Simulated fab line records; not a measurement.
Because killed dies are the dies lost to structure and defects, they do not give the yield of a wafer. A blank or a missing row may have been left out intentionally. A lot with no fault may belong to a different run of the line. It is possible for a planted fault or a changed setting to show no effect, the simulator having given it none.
A lot that was struck, set against a sound lot :: flow n5-finfet :: 16 steps out of a route of 1938
Sound: these wafers, L324.2, L324.3, L324.5. Struck: wafer L322.4 (L322.1, L322.2, from the same lot, were not struck and are left out); the cause is given at the end.
For every step that has rows: the tool of each side, followed by ch and its chambers, followed by its first start. Under that, the readings that differ: sound wafers :: struck wafers :: difference of the means :: sigmas: that difference in standard deviations of wafers without a fault.
alike: readings whose means differ by less than 2 such deviations, and words and numbers that are the same on both sides. not compared: withheld readings, readings that some wafer has no value for, bounds like >300 that may hide the same value, and numbers for which the record gives no deviation and whose values overlap.
A row with sigmas, a row that says differs or no value, or rows on one side alone: a step with any of these is where the two part. Numbers that don't overlap but have no deviation are shown without sigmas and don't part them. A reading missing from all wafers of one side parts the sides only when that side holds two or more wafers.

N5_GATE_CUT_OVL_MEAS_14:
  sound on overlay-01 ch 0, day 9 12:37; struck on overlay-01 ch 0, day 9 01:39
  alike: GATE_CUT_OVL
N5_GATE_CUT_INSPECT_15: inspects for defects (brightfield).
  sound on defect-inspect-02 at day 9 12:40; struck on defect-inspect-02 at day 9 01:43
reading: raw-defect-count
sound: 186 163 169
struck: 73
difference: -100
sigmas: -3
N5_GATE_CUT_DESCUM_18: chemistry O2, time 7 s.
  sound on rie-diel-04 ch 0,1,2, day 9 12:51; struck on rie-diel-04 ch 0, day 9 01:46
  alike: bias-power-w, drypump-motor-current-A, oes-product-au, rf-vpp-V, showerhead-plenum-p-Torr, throttle-valve-pct
  not compared: rf-hours-counter-h
N5_GATE_CUT_ETCH_28: etches underlayer in N2/H2, target depth 13 nm, time 10.4 s.
  sound on rie-diel-04 ch 0,1,2, day 9 12:53; struck on rie-diel-04 ch 0, day 9 01:49
  alike: drypump-motor-current-A, etch-rf-on-time-s, n2-flow-sccm, oes-product-au, rf-vpp-V, showerhead-plenum-p-Torr, throttle-valve-pct
  not compared: rf-hours-counter-h
then, 1 step without rows for these wafers: N5_GATE_CUT_ETCH_36 (etches SiARC in CF4, target depth 13 nm, time 21.7 s).
N5_GATE_CUT_ETCH_37: etches SOC in N2/H2, target depth 60 nm, overetch 12 nm, time 90 s.
  sound on rie-diel-04 ch 0,1,2, day 9 12:56; struck on rie-diel-04 ch 0, day 9 01:51
  alike: drypump-motor-current-A, n2-flow-sccm, oes-product-au, rf-vpp-V, showerhead-plenum-p-Torr, throttle-valve-pct
  not compared: rf-hours-counter-h
then, 2 steps without rows for these wafers: N5_GATE_CUT_STRIP_38 (strips in N2/H2); N5_GATE_CUT_STRIP_39 (strips in N2/H2).
N5_GATE_CUT_HM_OPEN_40: chemistry C4F6/O2, target SiO2, target depth 139 nm, time 85.1 s.
  sound on rie-diel-04 ch 0,1,2, day 9 13:01; struck on rie-diel-04 ch 0, day 9 01:56
  alike: drypump-motor-current-A, etch-rf-on-time-s, oes-product-au, rf-vpp-V, showerhead-plenum-p-Torr, throttle-valve-pct
  not compared: rf-hours-counter-h
then, 1 step without rows for these wafers: N5_GATE_CUT_STRIP_41 (strips in CF4).
N5_GATE_CUT_STRIP_42: strips in O2.
  sound on rie-diel-04 ch 0,1,2, day 9 13:05; struck on rie-diel-04 ch 0, day 9 02:01
  alike: drypump-motor-current-A, oes-product-au, rf-vpp-V, showerhead-plenum-p-Torr, throttle-valve-pct
  not compared: rf-hours-counter-h
then, 1 step without rows for these wafers: N5_GATE_CUT_ETCH_19 (etches SiNx in CH3F/O2, target depth 53.7 nm, time 76.7 s).
N5_GATE_CUT_CUT_ETCH_53: etches W in SF6/Cl2, target depth 79.2 nm.
  sound on rie-metal-01 ch 0,1, day 9 13:15; struck on rie-metal-03 ch 1, day 9 02:10
reading: etch-rf-on-time-s (s)
sound: 24.9 24.9 26.3
struck: 17.3
difference: -8.1
sigmas: -11

reading: mfc-cl2-sccm (sccm)
sound: 60.21 60.14 60.15
struck: 59.79
difference: -0.38
sigmas: -2
  alike: drypump-motor-current-A, oes-product-au, throttle-valve-pct
  not compared: rf-hours-counter-h
then, 1 step without rows for these wafers: N5_GATE_CUT_CUT_ETCH_54 (etches TiN in Cl2/BCl3, target depth 96.7 nm).
-- a jump in the record: the struck wafers' starts before and after are 5 days apart (it breaks off in module GATE_CUT and resumes in module BEOL_M4, where the first step shown is number 1111 of the route) --
N5_BEOL_M4_RC_MEAS_101:
  sound on prober-02 ch 0, day 13 08:22; struck on prober-02 ch 0, day 14 06:43
reading: SS_P (mV/dec)
sound: 72.5 72.8 73.0
struck: 74.5
difference: +1.7
sigmas: +2
  alike: DIBL_N, DIBL_P, IOFF_N, IOFF_P, ION_N, ION_P, SS_N, VT_N, VT_P
next, for these wafers, 1 step has no rows: N5_PASSIVATION_PROBE_49.

WHERE THEY PART
At N5_GATE_CUT_INSPECT_15 first; at N5_BEOL_M4_RC_MEAS_101 last (within this record only).

WHY: what the simulator had put in
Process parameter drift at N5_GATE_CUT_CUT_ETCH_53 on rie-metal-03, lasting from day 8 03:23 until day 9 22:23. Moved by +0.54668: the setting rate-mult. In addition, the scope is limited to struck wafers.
